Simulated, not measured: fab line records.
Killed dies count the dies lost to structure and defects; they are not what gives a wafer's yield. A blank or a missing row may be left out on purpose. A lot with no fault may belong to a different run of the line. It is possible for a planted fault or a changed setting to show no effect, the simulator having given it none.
fab line records | flow n5Finfet
record: lots: 8 wafers: 24 lastDay: 17
route steps=1938 shown WELL_APT@56 PMOS_HMC_CHANNEL_EPI@68 BEOL_M4@1111
lots with no fault: from the same line, run without faults
startH: the number of hours between the record's first day and the start of the first shown wafer of the lot | waitH: hours elapsed since this lot's preceding step | " as in the row above | L1.1+2: a row that stands for several wafers | - either no value or no given start | * or withheld: withheld | < > ~ a bound
route shown NAME@n: a module of which the file shows steps, and the number in the route of the first | usual: mean/standard deviation taken from wafers without a fault | same: alike in all rows | chamber/n: place in a boat | sites: the reading at each site | _std_site: standard deviation across them | _edge_site: inner sites' mean taken away from outer sites' mean | radiusMm: for every site, how far away it sits from the centre of the wafer | mask NAME#n: copy n | behind: tool/chamber where the wafer was last shaped | hold: reason for holding the lot/hours on hold/outcome of the hold | device: the transistor (n, p or np) that didn't switch | end of line: tests of these same wafers at the route's end | a step with no rows: only its recipe | killed: not the wafer's yield, but the dies lost to structure and defects at the first sort | map: a wafer's dies, marking killed ones x, the rest . and places with no die _
set.NAME: the setting the step ran with; set.NAME@STEP: the setting that earlier step ran with | model.NAME: the simulator's own value behind a step, which no gauge read
one table for each step of the route and one row for each wafer, over a sample of lots
services: from which hour (startH, from the record's first day; less than 0 if before it) a tool's chamber was out of use, for how many hours, and why
== steps ==
step: N5_WELL_APT_INSPECT_38
recipe: inspectInstrument: darkfield mode: postEpi
usual: rawDefectCount: 15/5.7
columns lot.wafer tool chamber startH waitH rawDefectCount
L155.1 defectInspect-02 - 34.63 0.7 23
L155.3 " - " " 22
L155.5 " - " " 17
L161.1 defectInspect-01 - 70.78 0.7 14
L161.2 " - " " 11
L161.4 " - " " 11
L162.3 defectInspect-01 - 77.16 0.5 17
L162.5 " - " " 12
L162.6 " - " " 12
L163.2 defectInspect-02 - 83.22 0.4 15
L163.4 " - " " 21
L163.6 " - " " 6
L166.2 defectInspect-02 - 100.54 0.4 13
L166.3 " - " " 33
L166.5 " - " " 19
L169.4 defectInspect-02 - 118.79 0.2 22
L169.5 " - " " 17
L169.6 " - " " 9
L171.1 defectInspect-01 - 131.32 0.7 14
L171.4 " - " " 15
L171.5 " - " " 18
L175.1 defectInspect-01 - 154.56 0.5 8
L175.4 " - " " 11
L175.5 " - " " 13
step: N5_PMOS_HMC_CHANNEL_EPI_DESCUM_14
recipe: chemistry: O2 timeS: 7.9 sourcePowerW: 50 biasPowerW: 20 pressureMtorr: 20 rfFrequencyHz: 2.712e+07 tempC: 40 resist: CAR-ArF-block o2FlowSccm: 225
usual: biasPowerW: 20.01/0.062 chamberPressureMTorr: 19.999/0.02 drypumpMotorCurrentA: 5.6/0.59 oesProductAu: 0.76/0.079 rfFwdPowerW: 49.36/0.29 rfVppV: 243.4/1.6 showerheadPlenumPTorr: 2.11/0.088 throttleValvePct: 20.41/0.19
same: timeS: 7.9
columns lot.wafer tool chamber startH waitH biasPowerW chamberPressureMTorr drypumpMotorCurrentA oesProductAu rfFwdPowerW rfHoursCounterH rfVppV showerheadPlenumPTorr throttleValvePct
L155.1 rieDiel-05 2 35.32 0.2 19.96 19.975 6.2 0.75 49.59 132 242.7 2.02 20.56
L155.3 " 1 " " 20.06 19.985 6.0 0.71 49.42 208 242.9 2.07 20.65
L155.5 " 1 " " 20.05 19.959 6.0 0.71 49.54 - 242.5 2.07 20.65
L161.1 rieDiel-01 2 71.18 0.0 20.07 20.005 6.3 0.78 49.33 144 242.8 2.17 20.63
L161.2 " 3 " " 19.95 20.022 4.9 0.69 49.14 213 244.1 2.15 20.29
L161.4 " 0 " " 20.03 20.014 6.0 0.69 49.64 - 242.5 2.17 20.60
L162.3 rieDiel-01 3 77.58 0.0 20.03 20.002 4.9 0.70 49.20 216 244.5 2.15 20.29
L162.5 " 2 " " 20.05 20.015 6.3 0.77 49.31 - 245.0 2.17 20.62
L162.6 " 3 " " 20.02 19.961 4.9 0.69 49.39 - 245.1 2.15 20.30
L163.2 rieDiel-05 3 83.63 0.0 20.07 19.965 6.8 0.81 49.08 114 242.3 2.01 20.34
L163.4 " 2 " " 19.92 20.022 6.2 0.75 49.60 146 242.2 2.02 20.60
L163.6 " 0 " " 20.05 19.960 4.7 0.96 48.65 - 241.6 2.05 20.10
L166.2 rieDiel-01 1 101.07 0.0 19.97 19.981 5.8 0.99 49.58 4 245.5 2.23 20.18
L166.3 " 0 " " 20.03 20.010 6.0 0.70 49.70 225 244.8 2.16 20.61
L166.5 " 1 " " 19.94 19.993 5.8 0.99 49.53 - 245.0 2.23 20.18
L169.4 rieDiel-03 3 119.24 0.1 20.00 20.002 5.2 0.79 48.90 - 240.3 1.93 20.18
L169.5 " 2 " " 19.95 19.992 5.2 0.77 49.01 - 244.5 2.19 20.32
L169.6 " 0 " " 19.99 19.969 5.4 0.72 49.54 - 245.1 2.17 20.39
L171.1 rieDiel-01 1 131.85 0.0 19.95 19.990 5.8 0.96 49.65 14 245.5 2.23 20.19
L171.4 " 0 " " 19.96 19.982 6.0 0.69 49.68 235 243.9 2.16 20.64
L171.5 " 3 " " 20.11 19.995 4.9 0.68 49.17 - 243.4 2.15 20.32
L175.1 rieDiel-03 1 155.12 0.2 20.12 19.997 5.4 0.75 49.43 168 244.8 2.18 20.29
L175.4 " 3 " " 20.00 20.035 5.2 0.77 49.12 117 240.2 1.93 20.17
L175.5 " 2 " " 19.94 20.023 5.2 0.76 49.15 - 246.0 2.19 20.34
step: N5_PMOS_HMC_CHANNEL_EPI_ETCH_32
recipe: chemistry: N2/H2 target: BARC stopOn: SiO2 targetDepthA: 858 overEtchFrac: 0.3 timeS: 50.3 ionEnergyEv: 200 maskMaterial: CAR-ArF-block pressureMtorr: 30 sourceW: 840 biasW: 150 n2FlowSccm: 200 h2FlowSccm: 200
usual: biasW: 150.0/0.43 chamberPressureMTorr: 30.002/0.026 drypumpMotorCurrentA: 5.7/0.59 n2FlowSccm: 200.0/0.58 oesProductAu: 0.65/0.063 rfFwdPowerW: 831/4.6 rfVppV: 524.5/3 showerheadPlenumPTorr: 2.57/0.1 throttleValvePct: 17.90/0.25
same: timeS: 50.3
columns lot.wafer tool chamber startH waitH biasW chamberPressureMTorr drypumpMotorCurrentA n2FlowSccm oesProductAu rfFwdPowerW rfHoursCounterH rfVppV showerheadPlenumPTorr throttleValvePct
L155.1 rieDiel-05 2 35.35 0.0 150.2 30.023 6.2 199.9 0.64 834 132 522.1 2.44 17.86
L155.3 " 1 " " 150.1 29.993 6.0 199.7 0.61 832 208 522.9 2.53 18.31
L155.5 " 1 " " 149.7 30.044 6.0 199.6 0.60 839 - 523.0 2.53 18.32
L161.1 rieDiel-01 2 71.22 0.0 149.8 30.000 6.3 199.7 0.65 834 144 526.1 2.66 18.26
L161.2 " 3 " " 150.5 30.034 4.9 200.6 0.60 828 213 527.4 2.63 17.83
L161.4 " 0 " " 149.7 30.051 6.0 200.2 0.61 832 - 525.6 2.63 18.04
L162.3 rieDiel-01 3 77.61 0.0 149.3 30.014 4.9 200.1 0.60 834 216 526.7 2.63 17.83
L162.5 " 2 " " 149.5 29.933 6.4 200.1 0.65 828 - 527.1 2.66 18.27
L162.6 " 3 " " 150.4 29.981 4.9 199.8 0.60 832 - 527.4 2.63 17.84
L163.2 rieDiel-05 3 83.66 0.0 150.4 30.002 6.8 199.7 0.68 825 114 521.4 2.46 17.83
L163.4 " 2 " " 150.5 30.000 6.2 200.1 0.63 836 146 519.8 2.44 17.90
L163.6 " 0 " " 149.2 30.028 4.7 200.4 0.81 826 - 522.3 2.49 17.52
L166.2 rieDiel-01 1 101.10 0.0 149.9 29.976 5.8 200.3 0.84 832 4 528.1 2.71 17.53
L166.3 " 0 " " 149.4 29.983 6.0 201.2 0.60 840 225 526.2 2.63 18.07
L166.5 " 1 " " 149.5 29.995 5.8 199.3 0.83 832 - 527.6 2.71 17.52
L169.4 rieDiel-03 3 119.28 0.0 149.0 29.964 5.2 199.3 0.68 831 - 517.6 2.36 17.66
L169.5 " 2 " " 149.9 30.006 5.1 199.9 0.66 823 - 526.5 2.65 17.68
L169.6 " 0 " " 150.6 29.988 5.4 199.4 0.61 838 - 526.1 2.61 17.88
L171.1 rieDiel-01 1 131.89 0.0 149.9 29.988 5.8 200.2 0.81 832 14 528.7 2.71 17.53
L171.4 " 0 " " 149.7 29.957 6.0 200.9 0.60 836 235 525.0 2.62 18.07
L171.5 " 3 " " 149.8 29.934 4.9 199.7 0.59 827 - 525.6 2.62 17.85
L175.1 rieDiel-03 1 155.16 0.0 149.8 30.008 5.5 199.6 0.63 829 168 526.2 2.64 17.75
L175.4 " 3 " " 150.3 30.000 5.2 200.9 0.67 828 117 516.7 2.36 17.70
L175.5 " 2 " " 149.7 29.987 5.2 199.4 0.65 824 - 526.8 2.65 17.71
step: N5_PMOS_HMC_CHANNEL_EPI_ETCH_38
recipe: chemistry: CF4 target: SiO2 targetDepthA: 15 ionEnergyEv: 350 pressureMtorr: 10 icpW: 800 biasW: 400 cf4FlowSccm: 80
usual: biasW: 399.9/1.4 cf4FlowSccm: 79.99/0.24 chamberPressureMTorr: 9.999/0.0095 drypumpMotorCurrentA: 5.8/0.54 oesProductAu: 1.003/0.012 rfFwdPowerW: 785/4.5 throttleValvePct: 21.85/0.22
columns lot.wafer tool chamber startH waitH biasW cf4FlowSccm chamberPressureMTorr drypumpMotorCurrentA oesProductAu rfFwdPowerW rfHoursCounterH throttleValvePct
L155.1 rieSi-05 1 35.75 0.0 399.0 79.93 10.012 5.3 1.004 780 152 21.97
L155.3 " 0 " " 398.6 79.66 9.991 5.7 1.013 789 44 21.64
L155.5 " 0 " " 398.7 80.06 9.997 5.7 1.021 790 - 21.63
L161.1 rieSi-05 2 71.62 0.0 - - - - - - - -
L161.2 " 1 " " - - - - - - - -
L161.4 " 3 " " - - - - - - - -
L162.3 rieSi-01 2 78.03 0.0 - - - - - - - -
L162.5 " 0 " " - - - - - - - -
L162.6 " 3 " " - - - - - - - -
L163.2 rieSi-01 3 84.06 0.0 - - - - - - - -
L163.4 " 2 " " - - - - - - - -
L163.6 " 0 " " - - - - - - - -
L166.2 rieSi-05 2 101.72 0.0 399.3 80.31 9.994 5.3 1.002 784 85 21.92
L166.3 " 3 " " 401.5 79.88 10.007 6.6 1.014 776 191 21.62
L166.5 " 1 " " 402.2 79.92 9.994 5.3 1.010 781 - 21.98
L169.4 rieSi-05 0 119.68 0.0 401.7 80.10 10.001 5.7 1.008 789 45 21.64
L169.5 " 0 " " 401.4 80.17 9.993 5.7 1.009 787 - 21.63
L169.6 " 1 " " 397.9 80.35 10.004 5.3 0.985 781 - 21.98
L171.1 rieSi-01 1 132.29 0.0 399.2 80.23 10.016 6.2 0.997 777 118 21.63
L171.4 " 3 " " 398.7 79.85 10.004 6.3 0.988 791 168 22.02
L171.5 " 0 " " 400.3 80.14 10.005 6.2 1.007 787 - 22.07
L175.1 rieSi-05 1 155.56 0.0 399.8 79.84 10.011 5.3 1.012 777 154 21.99
L175.4 " 3 " " 399.4 79.73 10.009 6.6 1.027 782 192 21.60
L175.5 " 3 " " 399.6 79.79 9.999 6.6 1.022 782 - 21.61
step: N5_BEOL_M4_RC_MEAS_101
usual: DIBL_N: 36.3/1 DIBL_P: 36.2/1.4 IOFF_N: 0.157/0.021 IOFF_P: 0.206/0.025 ION_N: 673/9 ION_P: 461/6.4 SS_N: 71.5/0.5 SS_P: 73.2/0.47 VT_N: 249.9/2.4 VT_P: -250.6/2.9
columns lot.wafer tool chamber startH waitH DIBL_N[mV/V] DIBL_P[mV/V] IOFF_N[nA/um] IOFF_P[nA/um] ION_N[uA/um] ION_P[uA/um] SS_N[mV/dec] SS_P[mV/dec] VT_N[mV] VT_P[mV]
L155.1 prober-02 0 173.09 0.0 36.7 35.9 0.175 0.204 683 460 71.6 73.8 249.0 -251.3
L155.3 " 0 " " 34.9 34.3 0.153 0.182 679 466 71.4 73.2 250.8 -252.4
L155.5 " 0 " " 36.6 36.5 0.190 0.208 689 462 71.7 74.1 248.7 -253.0
L161.1 prober-02 0 211.26 0.0 35.4 35.4 0.140 0.180 663 451 70.8 73.5 252.7 -250.7
L161.2 " 0 " " 36.5 36.8 0.175 0.203 685 465 72.0 73.5 246.5 -250.9
L161.4 " 0 " " 36.2 35.5 0.159 0.186 661 450 71.9 73.4 250.9 -254.0
L162.3 prober-02 0 215.13 0.3 35.7 34.6 0.132 0.177 668 458 71.7 72.9 250.7 -251.9
L162.5 " 0 " " 37.5 36.7 0.153 0.205 664 458 71.8 73.6 251.9 -251.3
L162.6 " 0 " " 35.7 34.4 0.135 0.174 659 456 71.9 72.6 251.5 -251.5
L163.2 prober-01 0 234.04 0.2 36.5 35.9 0.161 0.207 675 461 71.6 72.9 248.3 -252.3
L163.4 " 0 " " 35.9 35.9 0.152 0.208 670 465 71.8 72.8 250.5 -248.5
L163.6 " 0 " " 35.5 35.2 0.155 0.199 674 469 71.9 72.5 249.1 -248.3
L166.2 prober-01 0 251.95 0.2 36.6 36.7 0.187 0.259 685 470 71.7 73.0 247.2 -244.2
L166.3 " 0 " " 36.8 36.7 0.202 0.271 687 475 71.7 72.9 243.5 -244.8
L166.5 " 0 " " 36.1 34.8 0.169 0.233 682 471 71.1 72.7 247.3 -248.5
L169.4 prober-02 0 268.79 0.5 35.6 35.9 0.151 0.179 665 455 70.6 73.3 248.0 -254.9
L169.5 " 0 " " 36.8 37.1 0.173 0.206 666 455 71.6 72.8 250.0 -251.5
L169.6 " 0 " " 36.5 37.8 0.172 0.214 678 463 71.6 73.4 248.5 -252.5
L171.1 prober-02 0 281.11 0.0 37.5 35.7 0.148 0.179 665 448 71.8 73.4 251.7 -255.2
L171.4 " 0 " " 35.4 34.3 0.120 0.157 667 455 70.2 72.9 252.6 -255.0
L171.5 " 0 " " 35.9 34.6 0.132 0.162 660 455 72.1 72.3 252.5 -255.7
L175.1 prober-02 0 306.57 0.0 36.6 39.0 0.183 0.210 688 469 71.7 73.4 246.7 -247.7
L175.4 " 0 " " 37.6 40.5 0.208 0.230 697 462 71.7 73.7 247.3 -248.8
L175.5 " 0 " " 36.7 38.5 0.187 0.207 686 462 72.0 73.4 246.2 -249.5
== services ==
columns tool chamber startH hours kind
rieSi-05 - 20.23 0.3 repair
rieDiel-05 0 32.03 - clean
rieDiel-05 0 32.03 - consumableReplace:focusRing
rieDiel-05 0 32.03 23.1 scheduledDown
rieDiel-05 0 32.03 23.1 ventCycle
rieSi-05 - 41.59 0.7 repair
rieDiel-05 - 61.15 0.7 repair
rieDiel-01 1 67.90 - clean
rieDiel-01 1 67.90 - consumableReplace:focusRing
rieDiel-01 1 67.90 - consumableReplace:showerhead
rieDiel-01 1 67.90 21.2 scheduledDown
rieDiel-01 1 67.90 21.2 ventCycle
rieDiel-05 - 76.88 0.9 repair
rieDiel-03 1 95.95 26.3 repair
rieDiel-05 2 110.34 6.6 repair
rieDiel-05 - 125.78 2.8 pm
rieDiel-01 3 132.83 3.4 repair
rieDiel-03 - 137.82 2.8 pm
== key ==
firstSign: step: N5_PMOS_HMC_CHANNEL_EPI_ETCH_38 reading: toolRecord direction: missing
effect none on later readings
metAt N5_PMOS_HMC_CHANNEL_EPI_ETCH_38
struckLots L161,L162,L163
notActingAt N5_WELL_APT_INSPECT_38,N5_PMOS_HMC_CHANNEL_EPI_DESCUM_14,N5_PMOS_HMC_CHANNEL_EPI_ETCH_32
onsetBetween 35.75 71.62
fault: kind: skippedStepWhole tool: rieSi-01,rieSi-05 chamber: - onsetH: 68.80 steps: N5_PMOS_HMC_CHANNEL_EPI_ETCH_38 scope: struckLotsOnly
